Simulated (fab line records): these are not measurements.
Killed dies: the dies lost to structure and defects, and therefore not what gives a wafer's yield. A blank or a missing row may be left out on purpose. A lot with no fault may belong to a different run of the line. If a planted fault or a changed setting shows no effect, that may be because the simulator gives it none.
Which tool is to blame? || flow nandHarc || 7 lots with 21 wafers sampled at 3 steps, on a route of 1159 steps

## WHAT THE GAUGES SHOWED, per wafer
NHARC_A_M0_INSPECT_27.
{"lot": "L787", "measured": "day 18 09:21", "on": "defectInspect-01", "rawDefectCount": "286 364 376"}
{"lot": "L789", "measured": "day 19 03:16", "on": "defectInspect-01", "rawDefectCount": "244 265 298"}
{"lot": "L796", "measured": "day 21 01:19", "on": "defectInspect-01", "rawDefectCount": "532 343 373"}
{"lot": "L800", "measured": "day 22 11:00", "on": "defectInspect-02", "rawDefectCount": "469 451 370"}
{"lot": "L802", "measured": "day 22 16:04", "on": "defectInspect-01", "rawDefectCount": "397 660 527"}
{"lot": "L805", "measured": "day 23 02:14", "on": "defectInspect-02", "rawDefectCount": "491 771 519"}
{"lot": "L807", "measured": "day 23 13:58", "on": "defectInspect-02", "rawDefectCount": "387 479 534"}

## WHICH TOOL RAN EACH LOT (tool, then ch and the chambers of the sampled wafers, then the start)
{"lot": "L787", "NHARC_A_M0_ETCH_34": "rieDiel-02 ch 2,3, day 18 06:53", "NHARC_A_M0_PVD_21": "pvdSputter-03, day 18 07:57"}
{"lot": "L789", "NHARC_A_M0_ETCH_34": "rieDiel-07 ch 0,2, day 19 00:38", "NHARC_A_M0_PVD_21": "pvdSputter-02, day 19 01:50"}
{"lot": "L796", "NHARC_A_M0_ETCH_34": "rieDiel-07 ch 0,1,2, day 20 22:49", "NHARC_A_M0_PVD_21": "pvdSputter-02, day 20 23:59"}
{"lot": "L800", "NHARC_A_M0_ETCH_34": "rieDiel-07 ch 0,1, day 22 08:35", "NHARC_A_M0_PVD_21": "pvdSputter-02, day 22 09:40"}
{"lot": "L802", "NHARC_A_M0_ETCH_34": "rieDiel-10 ch 1,2,3, day 22 13:41", "NHARC_A_M0_PVD_21": "pvdSputter-03, day 22 14:44"}
{"lot": "L805", "NHARC_A_M0_ETCH_34": "rieDiel-02 ch 0,1,2, day 22 23:52", "NHARC_A_M0_PVD_21": "pvdSputter-01, day 23 00:57"}
{"lot": "L807", "NHARC_A_M0_ETCH_34": "rieDiel-02 ch 0,1,2, day 23 11:34", "NHARC_A_M0_PVD_21": "pvdSputter-02, day 23 12:38"}
- NHARC_A_M0_ETCH_34: etches the open film in N2/H2, target depth 40 nm, overetch 12 nm, time 43.94 s.
- NHARC_A_M0_PVD_21: deposits Cu, target thk 30 nm, time 20.49 s.

## THE ANSWER, worked out from the rows above alone
Rule: the lots themselves supply what counts as usual. Put in order of their means at a reading, lots are off if they are a third of the lots or fewer, leave a main group of 4 or more, and stand apart from it by a gap of 3 or more times the standard deviation of the main group's means; of several such gaps the widest counts. If all means in a main group match to the digits the tables above print for the reading, that group is not used. A lot without any number at a reading at which 4 lots or more have one is off too. The other lots that the step has rows for count as sound.
Across all readings shown, no lot is off: no conclusion can be drawn from this.

## WHAT WAS PUT IN BY THE SIMULATOR
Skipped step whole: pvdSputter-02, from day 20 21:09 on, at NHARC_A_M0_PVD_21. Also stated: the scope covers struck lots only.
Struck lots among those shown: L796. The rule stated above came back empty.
